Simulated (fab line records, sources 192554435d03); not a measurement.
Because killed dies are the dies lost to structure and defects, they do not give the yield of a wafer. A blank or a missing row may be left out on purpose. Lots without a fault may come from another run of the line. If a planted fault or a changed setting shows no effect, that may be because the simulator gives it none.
Split-lot trial + flow n5_finfet + route with 1938 steps; 7 lots, 39 wafers read

ON THE SPLIT
At N5_HKMG_FIN_ETCH_35 (etches SOC in N2/H2, target depth 215.8 nm, time 243.4 s), the setting target_depth_a was moved away from the recipe's 2158 angstrom on 15 of the 39 wafers read, by +7.0% to +12.8%. All remaining wafers had this setting at the recipe value.

Reading taken at the split's own step.

THE READING
HKMG_FIN.feature_depth_nm (the simulator's own value, which no gauge read), in nm, at N5_HKMG_FIN_ETCH_35 (etches SOC in N2/H2, target depth 215.8 nm, time 243.4 s). No usual value for it is given in the file. Across the 24 wafers here that went through the recipe, the average is 213.9 nm and the standard deviation 2.8 nm.

| wafer  | tool, chamber at the split | target_depth_a as run, angstrom | against the recipe | HKMG_FIN.feature_depth_nm, nm | against lot-mates on the recipe |
|--------|----------------------------|---------------------------------|--------------------|-------------------------------|---------------------------------|
| L075.1 | rie_diel-05, 3             | 2158                            | recipe             | 209.6                         | -                               |
| L075.2 | rie_diel-05, 2             | 2158                            | recipe             | 215.4                         | -                               |
| L075.3 | rie_diel-05, 1             | 2332                            | +8.1%              | 227.6                         | +14.9                           |
| L075.4 | rie_diel-05, 0             | 2158                            | recipe             | 213.2                         | -                               |
| L075.5 | rie_diel-05, 0             | 2332                            | +8.1%              | 230.6                         | +17.9                           |
| L075.6 | rie_diel-05, 3             | 2332                            | +8.1%              | 230.6                         | +17.9                           |
| L077.1 | rie_diel-02, 1             | 2158                            | recipe             | 217.2                         | -                               |
| L077.3 | rie_diel-02, 2             | 2158                            | recipe             | 219                           | -                               |
| L077.4 | rie_diel-02, 3             | 2158                            | recipe             | 212                           | -                               |
| L078.1 | rie_diel-04, 1             | 2158                            | recipe             | 214.2                         | -                               |
| L078.2 | rie_diel-04, 0             | 2158                            | recipe             | 214.8                         | -                               |
| L078.3 | rie_diel-04, 2             | 2158                            | recipe             | 215.8                         | -                               |
| L078.4 | rie_diel-04, 3             | 2158                            | recipe             | 213.4                         | -                               |
| L078.5 | rie_diel-04, 3             | 2158                            | recipe             | 214                           | -                               |
| L078.6 | rie_diel-04, 0             | 2158                            | recipe             | 214.4                         | -                               |
| L079.1 | rie_diel-05, 0             | 2382                            | +10.4%             | 230.4                         | +18.9                           |
| L079.2 | rie_diel-05, 3             | 2158                            | recipe             | 211.6                         | -                               |
| L079.3 | rie_diel-05, 2             | 2382                            | +10.4%             | 236.8                         | +25.3                           |
| L079.4 | rie_diel-05, 1             | 2382                            | +10.4%             | 232.4                         | +20.9                           |
| L079.5 | rie_diel-05, 1             | 2158                            | recipe             | 211.2                         | -                               |
| L079.6 | rie_diel-05, 0             | 2158                            | recipe             | 211.6                         | -                               |
| L081.1 | rie_diel-05, 1             | 2158                            | recipe             | 209.4                         | -                               |
| L081.2 | rie_diel-05, 2             | 2158                            | recipe             | 215.6                         | -                               |
| L081.3 | rie_diel-05, 3             | 2310                            | +7.0%              | 226                           | +12.9                           |
| L081.4 | rie_diel-05, 1             | 2310                            | +7.0%              | 226.4                         | +13.3                           |
| L081.5 | rie_diel-05, 2             | 2158                            | recipe             | 214.4                         | -                               |
| L081.6 | rie_diel-05, 3             | 2310                            | +7.0%              | 228                           | +14.9                           |
| L082.1 | rie_diel-05, 2             | 2402                            | +11.3%             | 238.8                         | +26.3                           |
| L082.2 | rie_diel-05, 1             | 2402                            | +11.3%             | 233                           | +20.5                           |
| L082.3 | rie_diel-05, 3             | 2402                            | +11.3%             | 234.2                         | +21.7                           |
| L082.4 | rie_diel-05, 2             | 2158                            | recipe             | 215                           | -                               |
| L082.5 | rie_diel-05, 1             | 2158                            | recipe             | 211                           | -                               |
| L082.6 | rie_diel-05, 3             | 2158                            | recipe             | 211.4                         | -                               |
| L092.1 | rie_diel-02, 1             | 2158                            | recipe             | 218.4                         | -                               |
| L092.2 | rie_diel-02, 2             | 2435                            | +12.8%             | 246.6                         | +30.5                           |
| L092.3 | rie_diel-02, 3             | 2158                            | recipe             | 210.8                         | -                               |
| L092.4 | rie_diel-02, 0             | 2435                            | +12.8%             | 244.6                         | +28.5                           |
| L092.5 | rie_diel-02, 1             | 2435                            | +12.8%             | 244                           | +27.9                           |
| L092.6 | rie_diel-02, 2             | 2158                            | recipe             | 219.2                         | -                               |

FIT RESULTS
A straight line over all 39 wafers: HKMG_FIN.feature_depth_nm changes by +2.08 nm for each +1% of target_depth_a; r = +0.96; the points scatter about the line by 3 nm.
The same after taking each lot's own level away (the mean of its wafers on the recipe; 39 wafers): +2.12 nm for each +1%; r = +0.98; scatter 2.3 nm.
The reading moves by 27 nm for the largest change in target_depth_a, on that fit.
The span of the lots' own levels, 211.47 to 216.13 nm, comes to 1.7 times the standard deviation stated above.
The two slopes are in agreement: the lot-to-lot level therefore moves the slope only a little.
Check: with one of the wafers moved furthest among these (+12.8%) left out of the fit, the line predicts +26.7 nm for it against its lot-mates. Against them it came out at +30.5 nm.

THE OTHER SPLITS THESE WAFERS WENT THROUGH
Note: prior to the reading, these wafers also went through further splits. Each is held against what the fit with the lots' levels taken away leaves over:
| other split on the same wafers    | wafers away from the commonest value | r with HKMG_FIN.feature_depth_nm (lot level and that fit taken away) |
|-----------------------------------|--------------------------------------|----------------------------------------------------------------------|
| N5_WELL_APT_EXPOSE_05 dose_mj     | 15                                   | -0.17                                                                |
| N5_FIN_SAQP_SPACER1_ALD_24 temp_c | 18                                   | +0.05                                                                |
| N5_DUMMY_GATE_ETCH_37 source_w    | 12                                   | -0.19                                                                |

THE WHOLE CHAIN: every reading that the file lists as answering this split, in the file's order
| step                | what it does                                             | reading                                                                         | change (the file's fit)              | r (the file's) |
|---------------------|----------------------------------------------------------|---------------------------------------------------------------------------------|--------------------------------------|----------------|
| N5_HKMG_FIN_ETCH_35 | etches SOC in N2/H2, target depth 215.8 nm, time 243.4 s | SOC_of_HKMG_FIN_COAT_29.thk_nm (the simulator's own value, which no gauge read) | -2.12 nm for each +1% of the setting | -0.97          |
| N5_HKMG_FIN_ETCH_35 | etches SOC in N2/H2, target depth 215.8 nm, time 243.4 s | etch.depth_nm (the simulator's own value, which no gauge read)                  | +2.11 nm for each +1% of the setting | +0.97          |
| N5_HKMG_FIN_ETCH_35 | etches SOC in N2/H2, target depth 215.8 nm, time 243.4 s | HKMG_FIN.feature_depth_nm (the simulator's own value, which no gauge read)      | +2.11 nm for each +1% of the setting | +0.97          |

FILE'S OWN FIT
HKMG_FIN.feature_depth_nm changes by +2.11 nm for each +1% of target_depth_a, r = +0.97.
